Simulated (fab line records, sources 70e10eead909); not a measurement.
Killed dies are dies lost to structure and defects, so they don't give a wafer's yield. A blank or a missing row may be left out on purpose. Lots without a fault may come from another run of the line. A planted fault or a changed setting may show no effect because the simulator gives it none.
Chamber matching | flow nand_harc | NHARC_A_BLC_CMP_25 on cmp-01: 4 sister chambers
The step polishes, t overpolish 30 s, target thk 150 nm. 4 wafers are shown with their chamber, then 9 later ones without.

WAFERS WITH THEIR CHAMBER
wafer  | chamber | motor_current_A (A)
L087.2 | 0       | 12.6
L087.5 | 3       | 15.0
L091.5 | 2       | 14.5
L091.6 | 1       | 11.8

WAFERS WITHOUT THEIR CHAMBER
wafer  | motor_current_A (A)
L092.1 | 14.5
L092.5 | 13.7
L092.6 | 11.9
L095.1 | 11.4
L095.3 | 14.7
L095.5 | 11.9
L097.2 | 16.1
L097.3 | 11.8
L097.6 | 13.8

WHICH CHAMBER EACH WENT THROUGH
wafer  | from the rows above          | in truth
L092.1 | can't be placed: 2 or 3      | 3
L092.5 | can't be placed: 2 or 0 or 3 | 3
L092.6 | can't be placed: 1 or 0      | 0
L095.1 | can't be placed: 1 or 0      | 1
L095.3 | can't be placed: 2 or 3      | 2
L095.5 | can't be placed: 1 or 0      | 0
L097.2 | can't be placed: 3 or 2      | 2
L097.3 | can't be placed: 1 or 0      | 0
L097.6 | can't be placed: 2 or 3 or 0 | 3
Placed correctly: 0 of 9. Can't be placed from these rows: 9 (the true chamber is among the candidates in 9). Placed wrongly: 0.
How it was worked out, from the rows above alone: a wafer's distance from a chamber is the root of the sum, over the readings, of the square of ((its reading less the chamber's mean) divided by the reading's scatter). The wafer belongs to the nearest chamber; if the next one is less than 2 further off, it can't be placed. A chamber's mean is the mean of its shown wafers. The scatter: with one shown wafer a chamber, the root of the mean of the squares of how far each hidden wafer lies from its nearest shown one.
